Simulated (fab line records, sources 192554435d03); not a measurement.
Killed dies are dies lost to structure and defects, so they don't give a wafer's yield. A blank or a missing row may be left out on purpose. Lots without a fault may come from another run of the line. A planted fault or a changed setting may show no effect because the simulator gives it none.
A struck lot beside a sound one | flow n5_finfet | 41 steps out of a route of 1938
Sound: wafers L216.1, L216.3, L216.5. Struck: wafers L230.1, L230.5, L230.6. The cause comes at the end.
At each step with rows: each side's tool, then ch and its chambers, then its first start. Under that, the readings that differ: sound wafers | struck wafers | difference of the means | sigmas: that difference in standard deviations of wafers without a fault.
alike: readings whose means differ by less than 2 such deviations, and words and numbers that are the same on both sides. not compared: withheld readings, readings that some wafer has no value for, bounds like >300 that may hide the same value, and numbers for which the record gives no deviation and whose values overlap.
The two part at a step that has a row with sigmas, a row that says differs or no value, or rows on one side only. Numbers that don't overlap but have no deviation are shown without sigmas and don't part them. A reading that every wafer of one side lacks parts them only if that side has two wafers or more.

first, 7 steps without rows for these wafers: N5_MOL_CONTACT_COAG_ETCH_59 (etches underlayer in N2/H2, target depth 13 nm, time 10.4 s); N5_MOL_CONTACT_COAG_ETCH_105 (etches SiARC in CF4, target depth 15.6 nm, time 26 s); N5_MOL_CONTACT_COAG_ETCH_106 (etches SOC in N2/H2, target depth 80 nm, overetch 16 nm, time 120 s); N5_MOL_CONTACT_COAG_STRIP_107 (strips in N2/H2); N5_MOL_CONTACT_COAG_STRIP_108 (strips in N2/H2); N5_MOL_CONTACT_COAG_CONTACT_ETCH_14 (etches SiO2 in C4F6/O2, target depth 27.5 nm, overetch 8.5 nm, time 20 s); N5_MOL_CONTACT_COAG_STRIP_109 (strips in C4F6/O2).
N5_MOL_CONTACT_COAG_ETCH_15: etches SiNx in CH3F/O2, stops on Si:P, target depth 7 nm.
  sound on rie_diel-03 ch 0,2,3, day 5 11:28; struck on rie_diel-01 ch 2,3, day 8 15:38
  alike: bias_w, drypump_motor_current_A, oes_ar_750_au, oes_product_au, rf_vpp_V, showerhead_plenum_p_Torr, throttle_valve_pct
  not compared: rf_hours_counter_h
then, 2 steps without rows for these wafers: N5_MOL_CONTACT_COAG_ETCH_110 (etches Si in CF4/O2, target depth 2.5 nm, time 8 s); N5_MOL_CONTACT_COAG_STRIP_98 (strips in N2/H2).
N5_MOL_CONTACT_COAG_CD_MEAS_99: target cd 17.2 nm.
  sound on cd_sem-03, day 5 11:38; struck on cd_sem-03, day 8 15:49
  alike: cd_nm
then, 1 step without rows for these wafers: N5_MOL_CONTACT_COAG_IMPLANT_129.
N5_MOL_CONTACT_COAG_PRECLEAN_111: cleans in NF3:NH3, afs cycles 1, time 20 s, sublimation time 60 s.
  sound on remote_plasma-02 ch 1, day 5 12:43; struck on remote_plasma-01 ch 0, day 8 16:04
then, 1 step without rows for these wafers: N5_MOL_CONTACT_COAG_TI_SIL_19 (material Ti, target thk 4.2 nm, time 15 s).
N5_MOL_CONTACT_COAG_ALD_20: deposits TiN, target thk 1.5 nm, pulse time 1 s, purge time 3 s.
  sound on ald_metal-03 ch 0,1,2, day 5 13:13; struck on ald_metal-01 ch 1,2,3, day 8 16:31
  alike: chamber_pressure_Torr, heater_power_w, precursor_pulse_height_rel
then, 4 steps without rows for these wafers: N5_MOL_CONTACT_COAG_SIL_ANNEAL_21 (time 60 s); N5_MOL_CONTACT_COAG_PRE_CLEAN_141 (time 60 s); N5_MOL_CONTACT_COAG_SPUTTER_143 (material Co, target thk 2.5 nm); N5_MOL_CONTACT_COAG_CO_FILL_22 (material Co, precursor CCTBA/H2, target thk 20 nm).
N5_MOL_CONTACT_COAG_ANNEAL_113: time 300 s.
  sound on rtp_anneal-01 ch 0, day 5 15:19; struck on rtp_anneal-01 ch 0, day 8 19:14
  alike: lamp_power_pct, lamp_zone_7_pct, wafer_temp_C_max
then, 4 steps without rows for these wafers: N5_MOL_CONTACT_COAG_PRE_CLEAN_142 (time 60 s); N5_MOL_CONTACT_COAG_SPUTTER_130 (material Co, target thk 47.5 nm); N5_MOL_CONTACT_COAG_PRECLEAN_125 (cleans in DIW, time 57.5 s); N5_MOL_CONTACT_COAG_SRD_126 (dry time 32 s).
N5_MOL_CONTACT_COAG_CMP_23: polishes, stops on SiO2, t overpolish 1.5 s, target thk 0 nm.
  sound on cmp-04 ch 0,2, day 5 17:05; struck on cmp-01 ch 1,2, day 8 21:49
  reading             | sound       | struck      | difference | sigmas
  motor_current_A (A) | 9.4 8.9 8.9 | 7.2 7.1 7.6 | -1.8       | -3
  alike: overpolish_run_s, slurry_filter_dp_kPa, slurry_flow_ml_min, time_to_endpoint_s
then, 4 steps without rows for these wafers: N5_MOL_CONTACT_COAG_WET_ETCH_26 (target Co, target depth 13 nm); N5_MOL_CONTACT_COAG_WET_ETCH_116 (etches the open film in SC1-inhibited, target depth 4.6 nm, rinse time 30 s); N5_MOL_CONTACT_COAG_ALD_27 (deposits SiOC, target thk 17 nm, pulse time 1.5 s, time 2720 s); N5_MOL_CONTACT_COAG_CMP_28 (polishes, stops on SiNx, t overpolish 0.85 s, target thk 14.522 nm).
N5_MOL_CONTACT_COAG_THK_MEAS_29:
  sound on film_metro-02, day 5 20:23; struck on film_metro-01, day 9 02:40
  alike: MD_CAP_THK
N5_MOL_CONTACT_COAG_ALD_123: deposits SiNx, target thk 5 nm, pulse time 1 s, purge time 2 s.
  sound on ald_sin-01 ch 0,1,3, day 5 20:30; struck on ald_sin-01 ch 0,2,3, day 9 02:47
  alike: chamber_pressure_Torr, heater_power_w, precursor_pulse_height_rel
then, 9 steps without rows for these wafers: N5_MOL_CONTACT_COAG_PECVD_31 (deposits SiO2 from TEOS/O2, target thk 46 nm, time 8.9 s); N5_MOL_CONTACT_COAG_COAT_75 (time 60 s, resist thk 60 nm); N5_MOL_CONTACT_COAG_COAT_76 (time 60 s, resist thk 10 nm); N5_MOL_CONTACT_COAG_COAT_77 (time 60 s, resist thk 10 nm); N5_MOL_CONTACT_COAG_COAT_78 (resist thk 40 nm); N5_MOL_CONTACT_COAG_EBR_80; N5_MOL_CONTACT_COAG_SOFTBAKE_79 (time 60 s); N5_MOL_CONTACT_COAG_EXPOSE_81 (exposes mask VG, defocus 0 nm); N5_MOL_CONTACT_COAG_PEB_82 (peb time 60 s).
-- the record jumps here: 8 days lie between the struck wafers' starts before and after (it left off in module MOL_CONTACT_COAG and takes up again in module PASSIVATION, whose first step shown is number 1936 of the route) --
N5_PASSIVATION_PROBE_49:
  the record has rows for the struck wafers here (prober-01, day 17 02:33) and none for the sound ones

WHERE THEY PART
First at N5_MOL_CONTACT_COAG_CMP_23; last, within this record, at N5_PASSIVATION_PROBE_49.

WHY: what the simulator had put in
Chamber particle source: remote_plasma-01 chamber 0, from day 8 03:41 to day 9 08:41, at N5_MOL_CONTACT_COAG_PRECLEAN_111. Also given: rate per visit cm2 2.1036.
